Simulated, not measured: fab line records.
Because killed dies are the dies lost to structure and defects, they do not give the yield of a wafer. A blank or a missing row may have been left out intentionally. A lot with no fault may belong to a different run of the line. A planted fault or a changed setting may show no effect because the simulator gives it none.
Chamber matching	flow n5-finfet	pecvd-04 running N5_BEOL_M3_ILD_DEP_00: 3 sister chambers
The step deposits SiOC from DEMS/O2, target thk 79 nm, time 15.3 s. 3 wafers are shown with their chamber, then 8 later ones without.

## EACH WAFER AND ITS CHAMBER
wafer	chamber	throttle-valve-pct (%)
L088.1	0	13.4
L088.5	2	11.6
L090.2	1	11.8

## WAFERS WITHOUT THEIR CHAMBER
wafer	throttle-valve-pct (%)
L090.3	13.4
L090.6	13.5
L092.2	13.2
L092.4	11.7
L092.5	12.0
L093.2	13.3
L093.3	11.9
L093.5	13.6

## WHICH CHAMBER EACH WENT THROUGH
wafer	from the rows above	in truth
L090.3	0	0
L090.6	0	0
L092.2	0	0
L092.4	can't be placed: 2 or 1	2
L092.5	can't be placed: 1 or 2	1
L093.2	0	0
L093.3	can't be placed: 1 or 2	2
L093.5	0	0
Correctly placed: 5 of 8. From these rows, 3 cannot be placed; in 3 the true chamber is one of the candidates. Wrongly placed: 0.
How it was worked out, from the rows above alone: a wafer's distance from a chamber is the root of the sum, over the readings, of the square of ((its reading less the chamber's mean) divided by the reading's scatter). If the next closest chamber is less than 2 further off than the closest, the wafer can't be placed; otherwise it belongs to the closest. Each chamber's mean is taken over the wafers shown for it. The scatter: with one shown wafer a chamber, the root of the mean of the squares of how far each hidden wafer lies from its nearest shown one.
